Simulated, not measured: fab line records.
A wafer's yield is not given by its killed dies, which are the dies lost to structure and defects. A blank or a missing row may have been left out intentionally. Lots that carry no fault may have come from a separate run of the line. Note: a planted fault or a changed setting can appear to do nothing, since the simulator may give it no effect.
Lot-split experiment ; flow n5-finfet ; 39 wafers read across 7 lots, on a route 1938 steps long

SPLIT DETAILS
At N5_FIN_SAQP_FIN_ETCH_36 (etches the open film in HBr/Cl2/O2, target depth 120 nm, time 50.4 s), the setting icp-w was moved away from the recipe's 800 W on 15 of the 39 wafers read, by -15.6% to -8.7%. This setting was run at the recipe's value on the other wafers.

FROM THE SPLIT TO THE READING: what the file shows between them, 3 steps
- N5_FIN_SAQP_PRECLEAN_38: cleans in O3/DIW, time 45 s
- N5_FIN_SAQP_PRECLEAN_45: cleans in dHF, time 10 s
- N5_FIN_SAQP_SRD_39: time 30 s

THE READING
trench-depth-nm, in nm, at N5_FIN_SAQP_OCD_MEAS_76. Typical for fault-free wafers on this fab line: 120.3 nm, with standard deviation 1.2 nm.

wafer;tool, chamber at the split;icp-w as run, W;against the recipe;trench-depth-nm, nm;against lot-mates on the recipe
L074.1;rie-si-03, 2;800;recipe;121.7;-
L074.2;rie-si-03, 1;712.9;-10.9%;115.0;-6.3
L074.3;rie-si-03, 0;712.9;-10.9%;114.4;-6.9
L074.4;rie-si-03, 3;712.9;-10.9%;115.4;-5.9
L074.5;rie-si-03, 0;800;recipe;121.9;-
L074.6;rie-si-03, 1;800;recipe;120.3;-
L075.1;rie-si-03, 0;800;recipe;120.0;-
L075.2;rie-si-03, 3;800;recipe;121.1;-
L075.6;rie-si-03, 1;800;recipe;119.3;-
L078.1;rie-si-03, 2;800;recipe;120.4;-
L078.2;rie-si-03, 3;730.7;-8.7%;115.9;-5.1
L078.3;rie-si-03, 0;730.7;-8.7%;116.1;-4.9
L078.4;rie-si-03, 1;730.7;-8.7%;114.1;-6.9
L078.5;rie-si-03, 3;800;recipe;122.1;-
L078.6;rie-si-03, 0;800;recipe;120.4;-
L079.1;rie-si-06, 2;800;recipe;121.2;-
L079.2;rie-si-06, 3;800;recipe;118.9;-
L079.3;rie-si-06, 0;800;recipe;120.6;-
L079.4;rie-si-06, 1;800;recipe;120.0;-
L079.5;rie-si-06, 1;800;recipe;118.6;-
L079.6;rie-si-06, 0;800;recipe;120.8;-
L081.1;rie-si-06, 3;708.3;-11.5%;110.9;-10.0
L081.2;rie-si-06, 1;708.3;-11.5%;112.4;-8.5
L081.3;rie-si-06, 2;800;recipe;121.3;-
L081.4;rie-si-06, 0;800;recipe;120.7;-
L081.5;rie-si-06, 1;800;recipe;120.6;-
L081.6;rie-si-06, 0;708.3;-11.5%;113.5;-7.4
L087.1;rie-si-06, 3;674.9;-15.6%;110.6;-9.1
L087.2;rie-si-06, 0;674.9;-15.6%;110.7;-9.0
L087.3;rie-si-06, 1;800;recipe;119.5;-
L087.4;rie-si-06, 1;674.9;-15.6%;110.6;-9.1
L087.5;rie-si-06, 0;800;recipe;120.7;-
L087.6;rie-si-06, 3;800;recipe;118.9;-
L089.1;rie-si-02, 0;699.2;-12.6%;115.3;-5.1
L089.2;rie-si-02, 1;699.2;-12.6%;113.4;-7.0
L089.3;rie-si-02, 2;800;recipe;122.2;-
L089.4;rie-si-02, 3;800;recipe;118.8;-
L089.5;rie-si-02, 1;699.2;-12.6%;112.0;-8.4
L089.6;rie-si-02, 2;800;recipe;120.2;-

THE FIT
A straight line over all 39 wafers: trench-depth-nm changes by +0.601 nm for each +1% of icp-w; r = +0.96; the points scatter about the line by 1.1 nm.
The same after taking each lot's own level away (the mean of its wafers on the recipe; 39 wafers): +0.607 nm for each +1%; r = +0.96; scatter 1.1 nm.
According to that fit, moving icp-w by its largest amount changes the reading by 9.5 nm.
Measured against the standard deviation above, the lots' own levels, which go from 119.70 to 121.30 nm, span 1.3 times it.
The two slopes are in agreement: the lot-to-lot level therefore moves the slope only a little.
Check: -9.58 nm against its lot-mates is what the line predicts for one of the wafers moved furthest among these (-15.6%) when that wafer is left out of the fit. Against them it came out at -9.1 nm.
Tool readings at the split's step, against how far the setting was moved: oes-product-au r = +0.85.

FURTHER SPLITS ON THESE WAFERS
Note: prior to the reading, these wafers also went through further splits. Each is held against what the fit with the lots' levels taken away leaves over:
other split on the same wafers;wafers away from the commonest value;r with trench-depth-nm (lot level and that fit taken away)
N5_FIN_SAQP_HM_DEP_72 target-thk-a;9;+0.09

THE WHOLE CHAIN: every reading that the file lists as answering this split, in the file's order
step;what it does;reading;change (the file's fit);r (the file's)
N5_FIN_SAQP_FIN_ETCH_36;etches the open film in HBr/Cl2/O2, target depth 120 nm, time 50.4 s;oes-product-au;+0.00401 a.u. for each +1% of the setting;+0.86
N5_FIN_SAQP_FIN_ETCH_36;etches the open film in HBr/Cl2/O2, target depth 120 nm, time 50.4 s;etch.depth-nm (the simulator's own value, which no gauge read);+0.622 nm for each +1% of the setting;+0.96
N5_FIN_SAQP_FIN_ETCH_36;etches the open film in HBr/Cl2/O2, target depth 120 nm, time 50.4 s;FIN_SAQP.feature-depth-nm (the simulator's own value, which no gauge read);+0.622 nm for each +1% of the setting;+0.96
N5_FIN_SAQP_OCD_MEAS_76;;trench-depth-nm;+0.608 nm for each +1% of the setting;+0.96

FILE'S OWN FIT
trench-depth-nm changes by +0.608 nm for each +1% of icp-w, r = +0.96.
